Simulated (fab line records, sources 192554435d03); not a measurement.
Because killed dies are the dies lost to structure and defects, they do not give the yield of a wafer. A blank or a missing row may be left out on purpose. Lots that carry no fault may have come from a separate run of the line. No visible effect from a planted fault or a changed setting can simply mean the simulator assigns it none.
Chamber matching / flow n5 finfet / N5_BEOL_M9_ETCH_62 on rie diel-06: 4 sister chambers
The step etches SOC in N2/H2, target depth 110 nm, overetch 22 nm, time 165 s. 4 wafers are shown with their chamber, then 8 later ones without.

WAFERS PAIRED WITH THEIR CHAMBERS
wafer=L082.6; chamber=0; showerhead plenum p Torr (Torr)=2.47
wafer=L091.3; chamber=2; showerhead plenum p Torr (Torr)=2.59
wafer=L091.4; chamber=3; showerhead plenum p Torr (Torr)=2.31
wafer=L092.2; chamber=1; showerhead plenum p Torr (Torr)=2.58

WAFERS WITHOUT THEIR CHAMBER
wafer=L092.5; showerhead plenum p Torr (Torr)=2.59
wafer=L092.6; showerhead plenum p Torr (Torr)=2.58
wafer=L094.1; showerhead plenum p Torr (Torr)=2.58
wafer=L094.4; showerhead plenum p Torr (Torr)=2.31
wafer=L094.6; showerhead plenum p Torr (Torr)=2.46
wafer=L097.3; showerhead plenum p Torr (Torr)=2.59
wafer=L097.4; showerhead plenum p Torr (Torr)=2.46
wafer=L097.6; showerhead plenum p Torr (Torr)=2.58

CHAMBER TAKEN BY EACH
wafer=L092.5; from the rows above=can't be placed: 2 or 1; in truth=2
wafer=L092.6; from the rows above=can't be placed: 1 or 2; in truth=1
wafer=L094.1; from the rows above=can't be placed: 1 or 2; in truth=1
wafer=L094.4; from the rows above=3; in truth=3
wafer=L094.6; from the rows above=0; in truth=0
wafer=L097.3; from the rows above=can't be placed: 2 or 1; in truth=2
wafer=L097.4; from the rows above=0; in truth=0
wafer=L097.6; from the rows above=can't be placed: 1 or 2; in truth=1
Correct placement for 3 of the 8. Unplaceable from these rows: 5, with the true chamber sitting among the candidates in 5. 0 placed wrongly.
How it was worked out, from the rows above alone: a wafer's distance from a chamber is the root of the sum, over the readings, of the square of ((its reading less the chamber's mean) divided by the reading's scatter). The wafer belongs to the nearest chamber; if the next one is less than 2 further off, it can't be placed. The mean given for a chamber averages the wafers shown for that chamber. The scatter: with one shown wafer a chamber, the root of the mean of the squares of how far each hidden wafer lies from its nearest shown one.
